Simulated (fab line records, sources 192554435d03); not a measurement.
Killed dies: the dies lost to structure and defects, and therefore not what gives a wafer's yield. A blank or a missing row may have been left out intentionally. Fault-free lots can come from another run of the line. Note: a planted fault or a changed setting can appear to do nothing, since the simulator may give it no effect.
fab line records ; flow n5-finfet
[record] lots = 4; wafers = 12; last-day = 15
route steps=1938 shown SD_EPI_N@269 SD_EPI_P@295 BEOL_M4@1111 PASSIVATION@1936
lots that met no fault: from a run of the same line without faults
start-h: the number of hours between the record's first day and the start of the first shown wafer of the lot ; wait-h: time in hours since the lot's previous step ; " the same as in the row above ; L1.1+2: several wafers, shown together as one row ; - no value, or no start given ; * or withheld: withheld ; < > ~ a bound
route shown NAME@n: a module of which the file shows steps, and the number in the route of the first ; usual: average and standard deviation across the fault-free wafers ; same: alike in all rows ; chamber/n: place in a boat ; sites: each site's reading ; _std_site: standard deviation across them ; _edge_site: mean of outer sites minus mean of inner sites ; radius-mm: for every site, how far away it sits from the centre of the wafer ; mask NAME#n: copy n ; behind: the tool/chamber that last shaped the wafer ; hold: the reason the lot was held/the length of the hold in hours/how it ended ; device: names the non-switching transistor (n, p or np) ; end of line: tests of these same wafers at the route's end ; a step with no rows: only its recipe ; killed: at the first sort, the dies lost to defects and structure; wafer yield is something else ; map: a wafer's dies, marking killed ones x, the rest . and places with no die _
set.NAME: the setting as run; set.NAME@STEP: as run at that earlier step ; model.NAME: the simulator's own value behind a step, which no gauge read
certain route steps with their lots: each step a table, each wafer a row
services: a tool's chamber out of use, with start hour (start-h, from the record's first day; less than 0 if before it), hours out, and reason
[[steps]]
[step N5_SD_EPI_N_DEVELOP_08]
[recipe] develop-time-s = 30; developer = TMAH; resist = CAR-ArF-block; dev-temp-c = 23; rinse-liquid = diw; dry = air-spin
[step N5_SD_EPI_N_DESCUM_14]
[recipe] chemistry = O2; time-s = 7.9; source-power-w = 50; bias-power-w = 20; pressure-mtorr = 20; rf-frequency-hz = 2.712e+07; temp-c = 40; resist = CAR-ArF-block; o2-flow-sccm = 225
[step N5_SD_EPI_N_ETCH_34]
[recipe] chemistry = CF4; target = SiARC; target-depth-a = 455; mask-material = CAR-ArF-block; time-s = 75.8; ion-energy-ev = 80; pressure-mtorr = 40; source-w = 545; bias-w = 36; Ar_flow_sccm = 100; cf4-flow-sccm = 100; ends = cleared
[step N5_SD_EPI_N_ETCH_35]
[recipe] chemistry = N2/H2; target = SOC; overetch-a = 1080; mask-material = SiARC; temp-c = 40; ion-energy-ev = 100; source-w = 3000; bias-w = 133; pressure-mtorr = 20; time-s = 486; n2-flow-sccm = 200; h2-flow-sccm = 200
[step N5_SD_EPI_N_STRIP_36]
[recipe] chemistry = N2/H2; temp-c = 40; n2-flow-sccm = 200; h2-flow-sccm = 200; rf-frequency-hz = 6e+07
[step N5_SD_EPI_N_ETCHBACK_44]
[recipe] chemistry = CH3F/O2; mode = anisotropic-etchback; target = SiNx; target-depth-a = 145; stop-on = SiO2; over-etch-frac = 0.3; ion-energy-ev = 120; pressure-mtorr = 30; source-w = 395; bias-w = 73; Ar_flow_sccm = 150; CH3F_flow_sccm = 30; O2_flow_sccm = 20
[step N5_SD_EPI_N_ETCH_45]
[recipe] chemistry = CH3F/O2; target = SiOCN; target-depth-a = 60; mask-material = SOC; ion-energy-ev = 60; bias-w = 29; pressure-mtorr = 15; source-w = 410; Ar_flow_sccm = 150; CH3F_flow_sccm = 30; O2_flow_sccm = 20
[step N5_SD_EPI_N_ETCH_16]
[recipe] chemistry = CHF3/O2; target = SiO2; target-depth-a = 50; mask-material = SOC; pressure-mtorr = 30; source-w = 650; bias-w = 170; Ar_flow_sccm = 200; CHF3_flow_sccm = 50; O2_flow_sccm = 5; ion-energy-ev = 200
[step N5_SD_EPI_N_STRIP_47]
[recipe] chemistry = CHF3/O2; resist = SiARC; rf-frequency-hz = 6e+07
[step N5_SD_EPI_N_SD_RECESS_17]
[recipe] chemistry = HBr/Cl2/O2; target-depth-a = 410; mask-material = SOC; time-s = 23.7; bt-time-s = 3; pressure-mtorr = 10; icp-w = 800; bias-w = 112; HBr_flow_sccm = 150; Cl2_flow_sccm = 80; O2_flow_sccm = 12
[usual] O2_flow_sccm = 12.00/0.035; drypump-motor-current-A = 5.8/0.32; he-backside-leak-sccm = 2.9/0.39; mfc-cl2-sccm = 80.00/0.25; oes-product-au = 1.006/0.018; throttle-valve-pct = 37.02/0.28
lot.wafer;tool;chamber;start-h;wait-h;O2_flow_sccm;drypump-motor-current-A;he-backside-leak-sccm;mfc-cl2-sccm;oes-product-au;rf-hours-counter-h;throttle-valve-pct;model.etch.depth-nm;model.SD_EPI_N.feature-depth-nm;model.Si_of_WELL_APT_EPI_41.thk-nm
L545.2;rie-si-06;2;76.50;0.0;11.99;5.9;2.6;80.12;0.991;89;37.41;40.41;40.4;10
L545.4;rie-si-06;0;76.50;0.0;12.04;5.8;2.5;80.02;1.013;13;36.89;40.75;40.8;9
L545.5;rie-si-06;3;76.50;0.0;12.02;6.2;3.4;80.13;1.005;-;36.84;41.49;41.4;8.8
L551.2;rie-si-06;3;114.40;0.0;11.95;6.2;3.2;80.15;1.011;144;36.82;50.23;50.2;4.4
L551.3;rie-si-06;1;114.40;0.0;12.02;5.8;2.4;80.03;0.970;32;36.76;49.41;49.4;4.4
L551.5;rie-si-06;1;114.40;0.0;12.07;5.8;2.4;79.36;0.968;-;36.75;41.59;41.6;9
L552.1;rie-si-06;1;118.10;0.0;11.99;5.7;2.6;79.94;0.975;32;36.76;41.59;41.6;7.8
L552.4;rie-si-06;2;118.10;0.0;11.97;5.9;2.6;79.85;0.991;90;37.41;49.18;49.2;4.4
L552.5;rie-si-06;1;118.10;0.0;12.01;5.7;2.6;80.50;0.970;-;36.76;41.17;41.2;8
L554.3;rie-si-03;2;134.09;0.0;11.95;5.0;2.8;79.94;1.007;96;37.08;40.81;40.8;8.8
L554.4;rie-si-03;0;134.09;0.0;12.02;5.7;3.0;80.04;1.016;109;37.01;40.87;40.8;8.2
L554.5;rie-si-03;1;134.09;0.0;12.03;6.2;3.0;80.08;1.011;-;36.93;40.52;40.6;8.6
[step N5_SD_EPI_N_STRIP_38]
[recipe] chemistry = N2/H2; power-w = 1000; temp-c = 250; h2-frac = 0.65; overash-fraction = 0.3; pressure-mtorr = withheld; n2-flow-sccm = 1750; h2-flow-sccm = 3250
[step N5_SD_EPI_N_WET_ETCH_43]
[recipe] chemistry = dHF; dilution = withheld; time-s = 14; target = SiO2; target-depth-a = 15; temp-c = 25
[step N5_SD_EPI_N_STRIP_18]
[recipe] chemistry = SPM; time-s = 750; temp-c = 130; h2so4-h2o2-vol-ratio = 4
[usual] temp-c = 130.00/0.14
lot.wafer;tool;chamber;start-h;wait-h;temp-c;model.Si_of_WELL_APT_EPI_41.thk-nm
L545.2;wet-bench-06;1;76.69;0.0;129.96;9.6
L545.4;wet-bench-06;7;76.69;0.0;129.86;8.6
L545.5;wet-bench-06;2;76.69;0.0;130.08;8.6
L551.2;wet-bench-06;5;114.59;0.0;129.97;4
L551.3;wet-bench-06;7;114.59;0.0;129.95;4
L551.5;wet-bench-06;2;114.59;0.0;129.82;8.6
L552.1;wet-bench-01;0;118.29;0.0;130.06;7.4
L552.4;wet-bench-01;3;118.29;0.0;130.06;4
L552.5;wet-bench-01;1;118.29;0.0;130.03;7.6
L554.3;wet-bench-05;6;134.28;0.0;129.82;8.6
L554.4;wet-bench-05;3;134.28;0.0;130.10;7.8
L554.5;wet-bench-05;2;134.28;0.0;129.88;8.4
[step N5_SD_EPI_N_SRD_20]
[recipe] dry = ipa-marangoni; do-ppb = 5; time-s = 30; temp-c = 23; rinse-liquid = diw
[step N5_SD_EPI_N_PRECLEAN_48]
[recipe] chemistry = NF3:NH3; afs-cycles = 2; temp-c = 30; time-s = 20; sublimation-temp-c = 180; sublimation-time-s = 60; pressure-torr = 3; rf-power-w = 30
[step N5_SD_EPI_N_VAPOR_ETCH_50]
[recipe] chemistry = HCl; target = Si; temp-c = 775; time-s = 54; pressure-torr = 20; mode = isotropic
[step N5_SD_EPI_N_EPI_21]
[recipe] material = Si:P; dopant = P; temp-c = 680; pressure-torr = 255; time-s = 690
[step N5_SD_EPI_N_PRECLEAN_24]
[recipe] chemistry = O3/DIW; time-s = 60; temp-c = 22; o3-ppm = 10
[step N5_SD_EPI_N_SRD_25]
[recipe] time-s = 30; temp-c = 23; rinse-liquid = diw; dry = ipa-marangoni
[step N5_SD_EPI_N_PRECLEAN_49]
[recipe] chemistry = NF3:NH3; afs-cycles = 1; temp-c = 30; time-s = 20; sublimation-temp-c = 180; sublimation-time-s = 60; pressure-torr = 3; rf-power-w = 30
[step N5_SD_EPI_N_LINER_46]
[recipe] material = SiNx; target-thk-a = 30; temp-c = 400; ald-precursor-family = SiH2I2; ald-co-reactant = N2/H2-plasma; pressure-torr = 2
[step N5_SD_EPI_P_COAT_34]
[recipe] resist = SOC; temp-c = 250; time-s = 60; spin-rpm = 1500; resist-thk-nm = 350
[step N5_SD_EPI_P_COAT_35]
[recipe] resist = SiARC; temp-c = 220; time-s = 60; spin-rpm = 1500; resist-thk-nm = 35
[step N5_SD_EPI_P_COAT_03]
[recipe] resist = CAR-ArF-block; spin-rpm = 1500; resist-thk-nm = 150
[step N5_SD_EPI_P_EBR_05]
[recipe] solvent = PGMEA; ebr-width-mm = 1.5
[step N5_SD_EPI_P_SOFTBAKE_04]
[recipe] temp-c = 110; time-s = 60; resist = CAR-ArF-block
[step N5_SD_EPI_P_EXPOSE_06]
[recipe] mask-id = SD_P_BLK; na = 1.35; source-shape = conventional; sigma-outer = 0.8; polarization = unpolarized; target-cd-nm = 240; dose-mj = 39.5
[step N5_SD_EPI_P_PEB_07]
[recipe] peb-temp-c = 110; peb-time-s = 60; resist = CAR-ArF-block
[step N5_SD_EPI_P_DEVELOP_08]
[recipe] develop-time-s = 30; developer = TMAH; resist = CAR-ArF-block; dev-temp-c = 23; rinse-liquid = diw; dry = air-spin
[step N5_SD_EPI_P_DESCUM_14]
[recipe] chemistry = O2; time-s = 7.9; source-power-w = 50; bias-power-w = 20; pressure-mtorr = 20; rf-frequency-hz = 2.712e+07; temp-c = 40; resist = CAR-ArF-block; o2-flow-sccm = 225
[step N5_SD_EPI_P_ETCH_36]
[recipe] chemistry = CF4; target = SiARC; target-depth-a = 455; mask-material = CAR-ArF-block; time-s = 75.8; ion-energy-ev = 80; pressure-mtorr = 40; source-w = 545; bias-w = 36; Ar_flow_sccm = 100; cf4-flow-sccm = 100; ends = cleared
[step N5_SD_EPI_P_ETCH_37]
[recipe] chemistry = N2/H2; target = SOC; overetch-a = 1080; mask-material = SiARC; temp-c = 40; ion-energy-ev = 100; source-w = 3000; bias-w = 133; pressure-mtorr = 20; time-s = 486; n2-flow-sccm = 200; h2-flow-sccm = 200; ends = end-point
[step N5_SD_EPI_P_STRIP_38]
[recipe] chemistry = N2/H2; temp-c = 40; n2-flow-sccm = 200; h2-flow-sccm = 200; rf-frequency-hz = 6e+07
[step N5_SD_EPI_P_ETCHBACK_46]
[recipe] chemistry = CH3F/O2; mode = anisotropic-etchback; target = SiNx; target-depth-a = 175; stop-on = SiO2; over-etch-frac = 0.3; ion-energy-ev = 120; pressure-mtorr = 30; source-w = 395; bias-w = 73; Ar_flow_sccm = 150; CH3F_flow_sccm = 30; O2_flow_sccm = 20
[step N5_BEOL_M4_RC_MEAS_101]
[usual] CJ_N = 4.33/0.09; DIBL_N = 35.8/1.5; DIBL_P = 35.8/1.7; IOFF_N = 0.151/0.022; IOFF_N_85C = 3.0/0.35; IOFF_N_LIN = 0.071/0.0083; IOFF_N_LONG = 5.56e-05/2.1e-06; IOFF_P = 0.204/0.027; ION_N = 673/8.6; ION_P = 462/5.4; SS_N = 71.4/0.54; SS_P = 73.3/0.56; VT_N = 250.5/2.6; VT_P = -251/3.1
lot.wafer;tool;chamber;start-h;wait-h;CJ_N;DIBL_N[mV/V];DIBL_P[mV/V];IOFF_N[nA/um];IOFF_N_85C[nA/um];IOFF_N_LIN[nA/um];IOFF_N_LONG[nA/um];IOFF_P[nA/um];ION_N[uA/um];ION_P[uA/um];SS_N[mV/dec];SS_P[mV/dec];VT_N[mV];VT_P[mV]
L545.2;prober-01;0;201.86;0.2;4.24;35.9;36.5;0.145;2.9;0.071;5.56e-05;0.212;678;465;71.6;73.3;250.1;-250
L545.4;prober-01;0;201.86;0.2;4.22;35.7;36.4;0.142;2.8;0.070;5.6e-05;0.200;670;462;71.3;73.0;250.5;-252
L545.5;prober-01;0;201.86;0.2;4.33;36.2;37.0;0.155;3.1;0.074;5.68e-05;0.212;678;462;70.2;73.5;249.6;-247
L551.2;prober-02;0;235.40;0.2;4.89;61.9;36.1;5.408;59.4;0.156;6.41e-05;0.232;716;468;115.7;73.9;242.4;-248
L551.3;prober-02;0;235.40;0.2;4.88;53.6;35.4;2.673;32.6;0.128;6.36e-05;0.226;701;468;100.7;73.9;245.7;-249
L551.5;prober-02;0;235.40;0.2;4.35;37.9;36.0;0.177;3.4;0.080;5.76e-05;0.229;683;467;71.5;73.4;247.4;-248
L552.1;prober-02;0;240.96;0.0;4.49;35.0;36.2;0.126;2.6;0.061;5.14e-05;0.157;659;454;71.2;73.0;254.7;-257
L552.4;prober-02;0;240.96;0.0;4.99;47.9;37.5;1.537;20.9;0.111;5.76e-05;0.175;698;458;93.2;73.8;248.4;-256
L552.5;prober-02;0;240.96;0.0;4.43;33.6;34.3;0.116;2.4;0.057;5.19e-05;0.140;661;456;71.2;72.9;257.5;-261
L554.3;prober-01;0;259.96;0.3;4.38;34.0;35.2;0.128;2.6;0.063;5.46e-05;0.161;663;454;70.6;72.3;252.8;-256
L554.4;prober-01;0;259.96;0.3;4.40;35.8;37.3;0.150;3.0;0.071;5.45e-05;0.193;676;463;70.7;73.2;250.3;-252
L554.5;prober-01;0;259.96;0.3;4.36;35.7;37.8;0.153;3.1;0.072;5.45e-05;0.201;676;461;70.9;73.3;248.8;-253
[step N5_PASSIVATION_PROBE_49]
[usual] defect-limited-yield = 91.3/1.4; killed_at_M0_to_M3 = 33/10; killed_at_M4_up = 15/6.1; killed-at-contacts = 12/6.7; killed-at-front-end = 39/11; killed-at-other = 4/3.3; killed-dies = 103/16; killed-open = 68/12; killed-short = 34/7.2; sort_bin_4_leakage = 0/0; sort_bin_5_function = 5.1/0.88; sort_bin_6_memory = 3.3/0.67; sort-n-pass = 1077/16; sort-yield-pct = 91.3/1.4
[same] gross-dies = 1180; killed-at-back-side = 0; sort_bin_8_speed[%] = 0
lot.wafer;tool;chamber;start-h;wait-h;defect-limited-yield[%];killed_at_M0_to_M3;killed_at_M4_up;killed-at-contacts;killed-at-front-end;killed-at-other;killed-dies;killed-open;killed-short;sort_bin_4_leakage[%];sort_bin_5_function[%];sort_bin_6_memory[%];sort-n-pass;sort-yield-pct[%]
L545.2;prober-01;-;310.10;0.1;89.2;42;14;7;60;5;128;75;53;0;6.9;3.7;1052;89.2
L545.4;prober-01;-;310.20;0.2;91.1;36;11;6;49;3;105;75;29;0;5.1;3.6;1075;91.1
L545.5;prober-01;-;310.25;0.2;90.6;43;16;7;41;4;111;70;40;0;5.8;3.5;1069;90.6
L551.2;prober-02;-;335.51;0.1;91.4;39;13;11;37;1;101;51;47;91.44;5.1;2.9;0;0
L551.3;prober-02;-;335.56;0.1;92.3;40;11;6;31;3;91;65;26;92.29;4.2;3.3;0;0
L551.5;prober-02;-;335.66;0.2;92.5;45;13;3;24;4;89;51;38;0;5.0;2.2;1091;92.5
L552.1;prober-02;-;342.68;0.0;92.3;32;11;11;35;2;91;63;26;0;4.5;2.9;1089;92.3
L552.4;prober-02;-;342.83;0.2;91.2;21;15;22;40;6;104;73;31;91.19;5.1;3.4;0;0
L552.5;prober-02;-;342.88;0.2;90.6;27;20;23;33;8;111;83;26;0;5.1;4.1;1069;90.6
L554.3;prober-01;-;359.75;0.1;91.7;38;12;6;38;4;98;57;39;0;5.1;3.0;1082;91.7
L554.4;prober-01;-;359.80;0.2;90.8;49;7;16;36;1;109;69;38;0;5.4;3.7;1071;90.8
L554.5;prober-01;-;359.85;0.2;92.8;26;11;9;36;3;85;65;19;0;4.8;2.3;1095;92.8
// killed by level:class
L545.2 FIN_SAQP:geometric-particle:short=14 BEOL_M0_SAQP:geometric-particle:short=13 FIN_SAQP:geometric-particle:open=11 BEOL_M0_SAQP:geometric-particle:open=11 GATE_CUT:geometric-particle:short=7 ILD0:geometric-particle:open=6 MOL_CONTACT_COAG:geometric-particle:open=6 DUMMY_GATE:geometric-particle:open=4
L545.4 FIN_SAQP:geometric-particle:open=16 BEOL_M1:geometric-particle:open=15 FIN_SAQP:geometric-particle:short=8 STI_FIN_REVEAL:geometric-particle:open=5 MOL_CONTACT_COAG:geometric-particle:open=5 BEOL_M0_SAQP:geometric-particle:open=5 BEOL_M0:geometric-particle:open=5 STARTING-WAFER:geometric-particle:open=5
L545.5 FIN_SAQP:geometric-particle:open=13 BEOL_M0_SAQP:geometric-particle:open=13 FIN_SAQP:geometric-particle:short=11 BEOL_M0_SAQP:geometric-particle:short=10 MOL_CONTACT_COAG:geometric-particle:open=7 BEOL_M1:geometric-particle:short=5 BEOL_M3:geometric-particle:open=5 BEOL_M1:geometric-particle:open=5
L551.2 BEOL_M2:geometric-particle:open=15 FIN_SAQP:geometric-particle:short=6 ILD0:geometric-particle:short=6 MOL_CONTACT_COAG:geometric-particle:short=6 BEOL_M0_SAQP:geometric-particle:short=6 GATE_CUT:geometric-particle:short=5 MOL_CONTACT_COAG:geometric-particle:open=5 BEOL_M7:geometric-particle:open=5
L551.3 BEOL_M2:geometric-particle:open=12 FIN_SAQP:geometric-particle:open=10 BEOL_M0_SAQP:geometric-particle:short=9 BEOL_M0_SAQP:geometric-particle:open=7 MOL_CONTACT_COAG:geometric-particle:open=6 BEOL_M3:geometric-particle:open=5 FIN_SAQP:geometric-particle:short=4 DUMMY_GATE:geometric-particle:open=4
L551.5 BEOL_M0_SAQP:geometric-particle:short=10 BEOL_M3:geometric-particle:short=8 BEOL_M1:geometric-particle:open=6 BEOL_M4:geometric-particle:open=6 ILD0:geometric-particle:short=5 BEOL_M0_SAQP:geometric-particle:open=5 BEOL_M0:geometric-particle:open=5 BEOL_M2:geometric-particle:open=5
L552.1 FIN_SAQP:geometric-particle:open=9 MOL_CONTACT_COAG:geometric-particle:open=9 BEOL_M3:geometric-particle:open=8 DUMMY_GATE:geometric-particle:open=8 BEOL_M1:geometric-particle:open=6 BEOL_M0_SAQP:geometric-particle:open=5 STI_FIN_REVEAL:geometric-particle:open=4 BEOL_M0_SAQP:geometric-particle:short=4
L552.4 MOL_CONTACT_COAG:geometric-particle:open=18 FIN_SAQP:geometric-particle:open=15 FIN_SAQP:geometric-particle:short=9 BEOL_M0_SAQP:geometric-particle:short=5 BEOL_M4:geometric-particle:open=5 MOL_CONTACT_COAG:geometric-particle:short=4 BEOL_M0_SAQP:geometric-particle:open=4 BEOL_M2:geometric-particle:open=4
L552.5 MOL_CONTACT_COAG:geometric-particle:open=21 BEOL_M0_SAQP:geometric-particle:open=7 BEOL_M4:geometric-particle:open=7 DUMMY_GATE:geometric-particle:open=6 BEOL_M2:geometric-particle:open=6 BEOL_M3:geometric-particle:open=6 FIN_SAQP:geometric-particle:open=5 FIN_SAQP:geometric-particle:short=5
L554.3 BEOL_M0_SAQP:geometric-particle:short=16 BEOL_M0_SAQP:geometric-particle:open=12 FIN_SAQP:geometric-particle:short=11 STI_FIN_REVEAL:geometric-particle:open=10 MOL_CONTACT_COAG:geometric-particle:open=5 BEOL_M3:geometric-particle:open=5 BEOL_M4:geometric-particle:open=5 FIN_SAQP:geometric-particle:open=4
L554.4 BEOL_M0_SAQP:geometric-particle:open=14 MOL_CONTACT_COAG:geometric-particle:open=13 BEOL_M3:geometric-particle:open=10 BEOL_M0_SAQP:geometric-particle:short=10 STI_FIN_REVEAL:geometric-particle:open=9 GATE_CUT:geometric-particle:short=6 BEOL_M3:geometric-particle:short=6 FIN_SAQP:geometric-particle:open=4
L554.5 STI_FIN_REVEAL:geometric-particle:open=12 BEOL_M3:geometric-particle:open=9 MOL_CONTACT_COAG:geometric-particle:open=7 BEOL_M2:geometric-particle:open=7 FIN_SAQP:geometric-particle:short=6 FIN_SAQP:geometric-particle:open=5 STARTING-WAFER:geometric-particle:open=5 BEOL_M1:geometric-particle:open=4
// map L551.2 (x killed, . not)
_________________.....x......________________
______________.........x........_____________
___________..........x...x........x__________
__________........x................._________
________..............x.x.....x......._______
_______..........x....x...x............______
______.................xx...x..........._____
_____.....x.......xx....x................____
____............x.........................___
___..............x......x...x..............__
___.....xx...........xx....................__
__..........x...x............x....x...xx...._
__.........x............x..........x........_
_..x........x.......x........x..........x....
_.........................x........xx........
_..................x.............x.......x..x
_..x.......................................x.
_..................x...x....x................
_.....x...x.x...x............................
_..x......x..........x......x................
_............................................
__x......x..................x........x...x.._
__........................x............x...._
___...................x.........x..........__
___.....x...x......................xx......__
____.....x........x............x..........___
_____.........x.x..x......x.....x..x.....____
______......x..x.........x.....x........_____
_______...........x........x...x..x....______
________............x.........x......._______
__________..x...........x..........._________
___________..x...x.................__________
______________.x..........x...x._____________
_________________..........x.________________
// map L552.5 (x killed, . not)
_________________.......x....________________
______________......x..........._____________
___________..............x...x.x...__________
__________...x.x......x......x...x.._________
________.....x........................_______
_______....x..x......x...........x.....______
______.....................x............_____
_____.....................x.........x....____
____.......x...............x....x........x___
___.........x..............x............x..__
___.....x....x..x.....x....x...............__
__.......x.................................._
__.....x..x..x......x......x..........x..x.._
_...............................x..x.......x.
_.........................x...x.x........x...
_....x....x......x.x..x.................x....
_......x..................x.............x....
_............x.............................x.
_.........x...x......x....x......x...........
_......x......x........x..x........x.........
_.x........................x.................
__..........x...x..........x..........x....._
__...........x........x............x........_
___................x...................x...__
___.....x............x..x..................__
____.x...............................x....___
_____.x............x....x..x..x..........____
______..............x...........x.xx...._____
_______.x.xx....x..........x...........______
________...x..............x.xx..xx...._______
__________...xx..x............x....._________
___________.......x................__________
______________........x..x......_____________
_________________x.....x.....________________
[[services]]
tool;chamber;start-h;hours;kind
rie-si-06;-;99.55;0.6;repair
[[key]]
[first-sign] step = N5_BEOL_M4_RC_MEAS_101; reading = IOFF_N; direction = up; sigmas = 99+; usual = 0.151; struck = 3.206
[effect] step = N5_BEOL_M4_RC_MEAS_101; reading = IOFF_N_85C; direction = up; sigmas = 98; usual = 3.0; struck = 37.6
[effect] step = N5_BEOL_M4_RC_MEAS_101; reading = SS_N; direction = up; sigmas = 59; usual = 71.4; struck = 103.2
[effect] step = N5_BEOL_M4_RC_MEAS_101; reading = DIBL_N; direction = up; sigmas = 13; usual = 35.8; struck = 54.5
[effect] step = N5_BEOL_M4_RC_MEAS_101; reading = IOFF_N_LIN; direction = up; sigmas = 7.3; usual = 0.071; struck = 0.132
[effect] step = N5_BEOL_M4_RC_MEAS_101; reading = CJ_N; direction = up; sigmas = 6.6; usual = 4.33; struck = 4.92
[effect] step = N5_BEOL_M4_RC_MEAS_101; reading = ION_N; direction = up; sigmas = 3.7; usual = 673; struck = 705
[effect] step = N5_BEOL_M4_RC_MEAS_101; reading = IOFF_N_LONG; direction = up; sigmas = 3; usual = 5.56e-05; struck = 6.18e-05
[effect] step = N5_PASSIVATION_PROBE_49; reading = sort_bin_4_leakage; direction = up; sigmas = 99+; usual = 0; struck = 91.64
[model-effect] step = N5_SD_EPI_N_SD_RECESS_17; value = etch.depth-nm; without = 41.07; struck = 49.61
[model-effect] step = N5_SD_EPI_N_STRIP_18; value = Si_of_WELL_APT_EPI_41.thk-nm; without = 8.6; struck = 4
met-at N5_SD_EPI_N_SD_RECESS_17
struck-wafers L551.2,L551.3,L552.4
onset-between 76.50 114.40
[fault] kind = process-parameter-drift; tool = rie-si-06; chamber = -; onset-h = 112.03; steps = N5_SD_EPI_N_SD_RECESS_17; channel = time-s; offset = *; shape = step; end-h = 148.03; scope = struck-wafers-only; acts-in = *; stated = *
